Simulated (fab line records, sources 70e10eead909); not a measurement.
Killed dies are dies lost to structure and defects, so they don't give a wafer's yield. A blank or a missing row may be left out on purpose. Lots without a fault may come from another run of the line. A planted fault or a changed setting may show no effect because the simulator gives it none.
fab line records | flow nand_harc
record lots=24 wafers=72 last_day=33
route steps=1302 shown A_M0@1162 A_M1@1191 A_BONDPAD@1202
lots that met no fault: from a run of the same line without faults
start_h: hours from the record's first day to the start of the lot's first wafer shown | wait_h: hours since the lot's step before | " the same as in the row above | L1.1+2: a row that stands for several wafers | - no value, or no start given | * or withheld: withheld | < > ~ a bound
route shown NAME@n: a module of which the file shows steps, and the number in the route of the first | usual: mean/standard deviation of fault-free wafers | same: alike in all rows | chamber/n: place in a boat | sites: the reading at each site | _std_site: their standard deviation | _edge_site: outer sites' mean less inner sites' | radius_mm: how far each site lies from the wafer's centre | mask NAME#n: copy n | behind: the tool/chamber that last shaped the wafer | hold: why the lot was held/for how many hours/how that ended | device: the transistor (n, p or np) that didn't switch | end of line: the same wafers' tests at the end of the route | a step without rows: its recipe alone | killed: dies lost to structure and defects at the first sort, not the wafer's yield | map: a wafer's dies, x killed, . not, _ none there
set.NAME: the setting as run; set.NAME@STEP: as run at that earlier step | model.NAME: the simulator's own value behind a step, which no gauge read
steps of the route over a sample of lots; a table a step, a row a wafer
services: from which hour (start_h, from the record's first day; less than 0 if before it) a tool's chamber was out of use, for how many hours, and why
## steps
# step NHARC_A_M0_CMP_23
# recipe t_overpolish_s=20 target_thk_nm=113.75
# usual motor_current_A=12.5/1 time_to_endpoint_s=30/4
# columns lot.wafer tool chamber start_h wait_h motor_current_A time_to_endpoint_s
L074.4 cmp-02 0 543.34 - 14.0 20
L074.5 " 1 " " 11.8 36
L074.6 " 2 " " 12.8 28
L075.4 cmp-02 1 544.75 - 12.7 38
L075.3 " 3 " " 13.2 31
L075.5 " 1 " " 12.2 39
L077.1 cmp-01 0 550.15 - 11.8 26
L077.4 " 2 " " 10.9 27
L077.5 " 0 " " 12.0 26
L076.3 cmp-04 2 558.26 - 12.0 30
L076.4 " 0 " " 10.8 29
L076.5 " 1 " " 13.0 20
L078.4 cmp-02 0 558.38 - 14.5 26
L078.3 " 2 " " 12.7 31
L078.2 " 3 " " 13.2 32
L079.4 cmp-01 0 561.29 - 12.8 22
L079.1 " 1 " " 14.6 30
L079.5 " 0 " " 11.7 26
L081.2 cmp-02 2 587.63 - 12.9 31
L081.3 " 3 " " 13.2 30
L081.6 " 3 " " 13.1 34
L080.3 cmp-01 1 590.50 - 14.1 27
L080.1 " 2 " " 11.9 28
L080.6 " 0 " " 12.0 23
L082.1 cmp-01 1 601.00 - 14.0 28
L082.2 " 2 " " 11.6 26
L082.5 " 0 " " 11.6 24
L083.2 cmp-02 2 603.13 - 13.1 32
L083.1 " 1 " " 11.6 37
L083.6 " 3 " " 12.4 28
L084.3 cmp-01 1 624.75 - 14.1 28
L084.4 " 2 " " 10.9 27
L084.5 " 2 " " 11.7 28
L085.1 cmp-04 3 631.24 - 13.4 31
L085.4 " 0 " " 10.7 33
L085.6 " 2 " " 12.3 30
L086.2 cmp-01 1 632.66 - 13.3 28
L086.1 " 2 " " 11.2 29
L086.5 " 2 " " 11.5 29
L089.4 cmp-01 0 656.57 - 12.0 21
L089.1 " 2 " " 11.2 26
L089.5 " 3 " " 12.0 29
L088.2 cmp-02 0 657.56 - 14.2 25
L088.4 " 2 " " 13.7 32
L088.6 " 1 " " 11.3 41
L087.3 cmp-01 0 662.94 - 12.4 24
L087.4 " 1 " " 14.1 30
L087.5 " 0 " " 11.9 25
L092.4 cmp-02 0 689.57 - 14.8 27
L092.1 " 1 " " 12.9 40
L092.6 " 1 " " 12.0 41
L090.1 cmp-04 1 692.40 - 12.7 28
L090.4 " 3 " " 12.5 30
L090.5 " 0 " " 11.2 32
L091.4 cmp-04 2 693.44 - 12.4 31
L091.2 " 0 " " 11.2 32
L091.6 " 2 " " 11.8 31
L093.2 cmp-04 3 714.61 - 12.9 31
L093.4 " 0 " " 11.0 32
L093.1 " 2 " " 12.8 30
L094.1 cmp-01 2 722.40 - 11.6 30
L094.2 " 0 " " 11.8 25
L094.5 " 2 " " 11.3 29
L096.2 cmp-02 1 741.78 - 11.6 38
L096.3 " 2 " " 13.5 37
L096.5 " 1 " " 12.2 39
L095.4 cmp-04 2 745.66 - 12.3 29
L095.3 " 0 " " 10.9 33
L095.2 " 1 " " 13.4 23
L097.1 cmp-04 3 757.67 - 12.9 32
L097.2 " 0 " " 11.0 30
L097.3 " 1 " " 12.7 26
# step NHARC_A_M1_PVD_20
# recipe target_thk_a=50 bias_v=168.6 power_w=15000 chamber_pressure_pa=0.12 time_s=8.06 substrate_temp_c=50 material=TaN
# usual throttle_valve_pct=29.9/1
# columns lot.wafer tool chamber start_h wait_h throttle_valve_pct
L074.4 pvd_sputter-02 - - - 29.4
L074.6 " - " " 29.7
L074.5 " - " " 29.9
L075.4 pvd_sputter-03 - - - 30.6
L075.3 " - " " 29.9
L075.5 " - " " 30.8
L077.4 pvd_sputter-01 - - - 31.4
L077.1 " - " " 31.6
L077.5 " - " " 29.0
L076.3 pvd_sputter-03 - - - 29.0
L076.4 " - " " 30.7
L076.5 " - " " 30.6
L078.3 pvd_sputter-01 - - - 31.1
L078.2 " - " " 28.6
L078.4 " - " " 31.5
L079.4 pvd_sputter-03 - - - 29.3
L079.1 " - " " 30.0
L079.5 " - " " 30.9
L081.2 pvd_sputter-03 - - - 30.0
L081.3 " - " " 30.1
L081.6 " - " " 29.9
L080.3 pvd_sputter-03 - - - 30.1
L080.1 " - " " 30.0
L080.6 " - " " 29.8
L082.1 pvd_sputter-01 - - - 29.1
L082.2 " - " " 31.3
L082.5 " - " " 31.4
L083.1 pvd_sputter-03 - - - 29.8
L083.2 " - " " 31.2
L083.6 " - " " 28.9
L084.3 pvd_sputter-03 - - - 29.6
L084.4 " - " " 30.9
L084.5 " - " " 30.3
L085.1 pvd_sputter-01 - - - 28.0
L085.4 " - " " 31.3
L085.6 " - " " 28.0
L086.2 pvd_sputter-02 - - - 29.9
L086.1 " - " " 29.9
L086.5 " - " " 29.7
L089.4 pvd_sputter-03 - - - 29.0
L089.1 " - " " 30.0
L089.5 " - " " 29.9
L088.2 pvd_sputter-03 - - - 29.2
L088.4 " - " " 30.1
L088.6 " - " " 29.8
L087.4 pvd_sputter-02 - - - 29.7
L087.3 " - " " 30.1
L087.5 " - " " 29.7
L092.1 pvd_sputter-01 - - - 31.2
L092.4 " - " " 28.1
L092.6 " - " " 31.1
L090.1 pvd_sputter-01 - - - 31.8
L090.4 " - " " 28.8
L090.5 " - " " 31.5
L091.4 pvd_sputter-03 - - - 31.1
L091.2 " - " " 29.9
L091.6 " - " " 30.1
L093.4 pvd_sputter-01 - - - 31.4
L093.2 " - " " 28.1
L093.1 " - " " 31.4
L094.1 pvd_sputter-02 - - - 29.5
L094.2 " - " " 30.4
L094.5 " - " " 29.6
L096.2 pvd_sputter-01 - - - 31.2
L096.3 " - " " 29.3
L096.5 " - " " 31.4
L095.4 pvd_sputter-01 - - - 29.0
L095.3 " - " " 31.1
L095.2 " - " " 31.3
L097.2 pvd_sputter-03 - - - 31.2
L097.3 " - " " 30.5
L097.1 " - " " 29.9
# step NHARC_A_M1_PVD_21
# recipe target_thk_a=300 chamber_pressure_pa=5 power_w=5000 substrate_temp_c=30 time_s=20.49 material=Cu
# usual throttle_valve_pct=30.0/1
# columns lot.wafer tool chamber start_h wait_h throttle_valve_pct
L074.4 pvd_sputter-02 - - - 29.9
L074.6 " - " " 29.8
L074.5 " - " " 30.1
L075.4 pvd_sputter-03 - - - 29.3
L075.3 " - " " 30.7
L075.5 " - " " 30.7
L077.1 pvd_sputter-01 - - - 31.4
L077.4 " - " " 28.0
L077.5 " - " " 31.2
L076.3 pvd_sputter-03 - - - 29.1
L076.4 " - " " 30.1
L076.5 " - " " 29.2
L078.4 pvd_sputter-01 - - - 31.1
L078.3 " - " " 27.9
L078.2 " - " " 31.6
L079.1 pvd_sputter-03 - - - 28.9
L079.4 " - " " 30.7
L079.5 " - " " 29.4
L081.3 pvd_sputter-03 - - - 29.7
L081.2 " - " " 30.1
L081.6 " - " " 29.0
L080.1 pvd_sputter-03 - - - 31.3
L080.3 " - " " 29.9
L080.6 " - " " 30.2
L082.2 pvd_sputter-01 - - - 28.2
L082.1 " - " " 29.2
L082.5 " - " " 28.2
L083.1 pvd_sputter-03 - - - 29.9
L083.2 " - " " 31.2
L083.6 " - " " 29.0
L084.3 pvd_sputter-03 - - - 30.0
L084.4 " - " " 29.0
L084.5 " - " " 28.9
L085.4 pvd_sputter-01 - - - 31.3
L085.1 " - " " 28.1
L085.6 " - " " 31.3
L086.1 pvd_sputter-02 - - - 29.7
L086.2 " - " " 29.4
L086.5 " - " " 29.9
L089.4 pvd_sputter-03 - - - 29.9
L089.1 " - " " 31.3
L089.5 " - " " 29.8
L088.2 pvd_sputter-03 - - - 28.9
L088.4 " - " " 30.9
L088.6 " - " " 29.1
L087.4 pvd_sputter-02 - - - 29.9
L087.3 " - " " 29.1
L087.5 " - " " 29.4
L092.1 pvd_sputter-01 - - - 31.4
L092.4 " - " " 27.9
L092.6 " - " " 29.0
L090.1 pvd_sputter-01 - - - 28.9
L090.4 " - " " 31.3
L090.5 " - " " 31.3
L091.4 pvd_sputter-03 - - - 30.1
L091.2 " - " " 29.7
L091.6 " - " " 29.8
L093.4 pvd_sputter-01 - - - 31.5
L093.2 " - " " 28.4
L093.1 " - " " 31.3
L094.2 pvd_sputter-02 - - - 30.7
L094.1 " - " " 29.5
L094.5 " - " " 29.6
L096.3 pvd_sputter-01 - - - 31.4
L096.2 " - " " 31.5
L096.5 " - " " 31.4
L095.3 pvd_sputter-01 - - - 28.0
L095.2 " - " " 31.2
L095.4 " - " " 31.5
L097.2 pvd_sputter-03 - - - 31.3
L097.1 " - " " 30.6
L097.3 " - " " 29.6
# step NHARC_A_M1_CMP_23
# recipe t_overpolish_s=20 target_thk_nm=154.34
# usual motor_current_A=12.8/0.96 time_to_endpoint_s=29/3.6
# columns lot.wafer tool chamber start_h wait_h motor_current_A time_to_endpoint_s
L074.4 cmp-04 2 547.51 - 12.2 31
L074.5 " 3 " " 12.7 29
L074.6 " 0 " " 10.6 32
L075.4 cmp-04 2 548.87 - 12.4 31
L075.3 " 0 " " 11.1 32
L075.5 " 3 " " 13.1 31
L077.4 cmp-04 1 554.16 - 13.2 23
L077.1 " 3 " " 13.1 27
L077.5 " 1 " " 13.2 24
L076.3 cmp-03 0 562.51 - 12.9 28
L076.4 " 1 " " 14.6 28
L076.5 " 1 " " 14.7 25
L078.3 cmp-04 1 562.91 - 13.4 25
L078.2 " 2 " " 13.3 27
L078.4 " 3 " " 12.9 27
L079.4 cmp-03 0 565.37 - 12.8 30
L079.1 " 1 " " 14.7 28
L079.5 " 0 " " 12.4 28
L081.2 cmp-03 0 591.78 - 13.5 28
L081.3 " 1 " " 14.2 28
L081.6 " 1 " " 14.1 26
L080.3 cmp-02 1 594.89 - 11.9 38
L080.1 " 2 " " 12.3 35
L080.6 " 1 " " 12.4 38
L082.1 cmp-02 0 605.15 - 14.4 22
L082.2 " 2 " " 12.6 28
L082.5 " 0 " " 13.8 23
L083.2 cmp-04 1 607.45 - 13.5 24
L083.1 " 0 " " 11.2 29
L083.6 " 1 " " 12.6 23
L084.3 cmp-02 2 629.37 - 13.1 34
L084.4 " 0 " " 14.9 26
L084.5 " 2 " " 13.3 32
L085.4 cmp-04 1 635.74 - 13.4 25
L085.1 " 3 " " 13.4 30
L085.6 " 1 " " 12.9 25
L086.1 cmp-03 3 636.68 - 11.5 32
L086.2 " 0 " " 13.0 26
L086.5 " 0 " " 12.8 29
L089.1 cmp-02 3 660.72 - 13.3 33
L089.4 " 2 " " 13.6 33
L089.5 " 0 " " 14.5 25
L088.4 cmp-04 1 661.81 - 13.3 26
L088.2 " 2 " " 12.3 29
L088.6 " 3 " " 12.5 27
L087.3 cmp-04 0 667.09 - 11.2 31
L087.4 " 3 " " 13.0 30
L087.5 " 1 " " 12.7 26
L092.1 cmp-03 0 693.75 - 13.5 29
L092.4 " 2 " " 13.1 27
L092.6 " 3 " " 10.9 32
L090.1 cmp-02 2 696.52 - 13.2 33
L090.4 " 3 " " 12.9 31
L090.5 " 2 " " 13.6 33
L091.2 cmp-03 0 697.58 - 13.1 27
L091.4 " 3 " " 11.2 31
L091.6 " 1 " " 14.0 27
L093.1 cmp-02 3 718.81 - 12.7 31
L093.4 " 0 " " 14.0 24
L093.2 " 1 " " 11.8 37
L094.2 cmp-04 3 726.68 - 12.8 29
L094.1 " 0 " " 11.4 31
L094.5 " 2 " " 12.4 28
L096.3 cmp-02 2 746.14 - 13.3 33
L096.2 " 3 " " 11.8 34
L096.5 " 2 " " 12.9 32
L095.2 cmp-04 3 749.83 - 12.6 29
L095.4 " 0 " " 10.9 31
L095.3 " 1 " " 13.5 26
L097.1 cmp-03 3 761.78 - 11.7 34
L097.2 " 0 " " 12.5 31
L097.3 " 2 " " 13.4 29
# step NHARC_A_BONDPAD_DEP_00
# recipe target_thk_a=2500 temp_c=370 target_thk_nm=250 pressure_torr=3 flow_sccm=200 rf_w=450 material=SiCN
# usual heater_power_w=574/78
# columns lot.wafer tool chamber start_h wait_h heater_power_w since_wet_clean_h
L074.4 pecvd-04 2 548.73 - 496 -
L074.6 " 0 " " 725 -
L074.5 " 1 " " 590 -
L075.3 pecvd-04 1 550.15 - 716 87
L075.5 " 2 " " 576 -
L075.4 " 1 " " 700 -
L077.1 pecvd-04 0 - - 703 92
L077.5 " 2 " " 562 -
L077.4 " 0 " " 719 -
L076.3 pecvd-03 2 563.69 - 694 1
L076.5 " 0 " " 557 -
L076.4 " 1 " " 420 -
L078.2 pecvd-03 0 564.10 - 587 2
L078.3 " 1 " " 511 2
L078.4 " 1 " " 407 -
L079.1 pecvd-02 1 566.61 - 689 146
L079.4 " 2 " " 620 -
L079.5 " 1 " " 671 -
L081.2 pecvd-04 2 - - 575 130
L081.3 " 0 " " 615 130
L081.6 " 1 " " 710 -
L080.3 pecvd-03 2 596.09 - 673 34
L080.1 " 0 " " 535 34
L080.6 " 1 " " 490 -
L082.1 pecvd-03 2 606.50 - 576 44
L082.2 " 0 " " 568 44
L082.5 " 0 " " 573 -
L083.1 pecvd-02 1 608.80 - 599 7
L083.2 " 0 " " 535 7
L083.6 " 0 " " 564 -
L084.3 pecvd-03 1 630.54 - 464 68
L084.5 " 1 " " 463 -
L084.4 " 0 " " 535 -
L085.1 pecvd-03 1 636.88 - 466 75
L085.6 " 2 " " 548 -
L085.4 " 0 " " 522 -
L086.2 pecvd-02 1 637.90 - 633 36
L086.1 " 2 " " 599 36
L086.5 " 0 " " 576 -
L089.1 pecvd-02 0 661.94 - 568 60
L089.5 " 2 " " 583 -
L089.4 " 1 " " 591 -
L088.2 pecvd-03 2 663.02 - 628 101
L088.6 " 0 " " 457 -
L088.4 " 1 " " 497 -
L087.3 pecvd-02 0 668.26 - 492 66
L087.4 " 0 " " 494 -
L087.5 " 2 " " 557 -
L092.1 pecvd-03 1 694.92 - 454 133
L092.6 " 1 " " 463 -
L092.4 " 0 " " 491 -
L090.1 pecvd-04 0 697.78 - 660 54
L090.5 " 1 " " 581 -
L090.4 " 2 " " 514 -
L091.2 pecvd-03 2 698.80 - 674 136
L091.6 " 1 " " 487 -
L091.4 " 0 " " 534 -
L093.1 pecvd-03 1 719.98 - 484 158
L093.2 " 2 " " 620 158
L093.4 " 2 " " 616 -
L094.2 pecvd-03 0 727.79 - 487 165
L094.1 " 1 " " 421 165
L094.5 " 2 " " 604 -
L096.3 pecvd-03 0 747.38 - 480 4
L096.2 " 1 " " 455 4
L096.5 " 1 " " 463 -
L095.3 pecvd-02 2 751.00 - 632 149
L095.2 " 0 " " 563 149
L095.4 " 2 " " 629 -
L097.2 pecvd-02 0 - - 497 161
L097.1 " 1 " " 616 161
L097.3 " 2 " " 622 161
# step NHARC_A_BONDPAD_CMP_29
# recipe target_thk_nm=200 material=SiCN
# usual motor_current_A=12.9/1.1
# columns lot.wafer tool chamber start_h wait_h motor_current_A
L074.4 cmp-02 0 549.07 - 14.3
L074.5 " 1 " " 12.2
L074.6 " 2 " " 12.3
L075.4 cmp-02 1 550.51 - 11.8
L075.3 " 2 " " 12.9
L075.5 " 3 " " 13.0
L077.4 cmp-02 2 555.74 - 12.6
L077.1 " 1 " " 11.9
L077.5 " 3 " " 13.4
L076.4 cmp-03 1 564.09 - 14.6
L076.3 " 0 " " 12.7
L076.5 " 1 " " 14.5
L078.3 cmp-02 2 564.53 - 13.7
L078.2 " 3 " " 12.9
L078.4 " 0 " " 14.2
L079.1 cmp-02 3 566.97 - 13.2
L079.4 " 0 " " 14.6
L079.5 " 2 " " 13.1
L081.3 cmp-02 0 593.36 - 14.1
L081.2 " 3 " " 13.2
L081.6 " 1 " " 12.2
L080.3 cmp-02 0 596.49 - 14.1
L080.1 " 1 " " 12.0
L080.6 " 1 " " 12.0
L082.2 cmp-01 2 606.86 - 11.3
L082.1 " 0 " " 11.6
L082.5 " 3 " " 12.2
L083.1 cmp-01 0 609.36 0.5 11.7
L083.2 " 2 " " 11.7
L083.6 " 0 " " 11.8
L084.3 cmp-02 0 630.97 - 14.8
L084.4 " 2 " " 13.7
L084.5 " 3 " " 12.9
L085.1 cmp-03 0 637.34 - 12.8
L085.4 " 1 " " 14.0
L085.6 " 2 " " 13.4
L086.1 cmp-03 2 638.26 - 14.1
L086.2 " 0 " " 12.2
L086.5 " 3 " " 11.6
L089.1 cmp-02 3 662.32 - 13.4
L089.4 " 0 " " 15.1
L089.5 " 3 " " 12.6
L088.4 cmp-02 3 663.36 - 12.4
L088.2 " 2 " " 13.2
L088.6 " 3 " " 12.5
L087.3 cmp-03 0 668.69 - 13.6
L087.4 " 2 " " 12.9
L087.5 " 0 " " 13.0
L092.4 cmp-03 1 695.35 - 14.2
L092.1 " 2 " " 13.1
L092.6 " 0 " " 13.2
L090.4 cmp-02 0 698.12 - 14.0
L090.1 " 1 " " 11.7
L090.5 " 0 " " 13.8
L091.2 cmp-03 0 699.19 - 13.2
L091.4 " 1 " " 15.1
L091.6 " 0 " " 12.8
L093.4 cmp-03 1 720.38 - 14.5
L093.1 " 3 " " 11.3
L093.2 " 0 " " 12.5
L094.2 cmp-01 3 728.19 - 11.7
L094.1 " 2 " " 11.2
L094.5 " 0 " " 11.8
L096.3 cmp-03 3 747.74 - 11.3
L096.2 " 1 " " 14.0
L096.5 " 3 " " 11.8
L095.4 cmp-02 1 751.43 - 12.0
L095.2 " 2 " " 12.9
L095.3 " 3 " " 12.7
L097.2 cmp-02 1 763.41 - 12.1
L097.1 " 2 " " 12.9
L097.3 " 3 " " 13.5
## services
# columns tool chamber start_h hours kind
cmp-02 - 526.60 4.0 pm
cmp-01 - 532.99 0.2 repair
cmp-04 - 538.32 4.0 pm
cmp-01 - 541.57 3.4 repair
cmp-03 - 548.08 1.1 repair
cmp-03 - 554.71 4.0 pm
pvd_sputter-03 - 565.34 10.0 pm
pvd_sputter-01 - 582.01 10.0 pm
cmp-04 - 623.24 2.1 repair
cmp-02 - 624.60 4.0 pm
cmp-04 - 636.32 4.0 pm
cmp-03 - 652.71 4.0 pm
pvd_sputter-01 - 654.64 2.0 repair
pvd_sputter-01 - 659.33 2.8 repair
cmp-04 - 678.39 1.2 repair
cmp-03 - 683.19 2.6 repair
cmp-03 - 709.32 1.8 repair
cmp-02 - 722.62 4.0 pm
cmp-03 - 726.41 2.6 repair
cmp-04 - 734.32 4.0 pm
pvd_sputter-01 - 737.87 2.6 repair
pvd_sputter-03 - 743.34 10.0 pm
cmp-03 - 750.71 4.0 pm
pvd_sputter-01 - 760.01 10.0 pm
## key
fault none
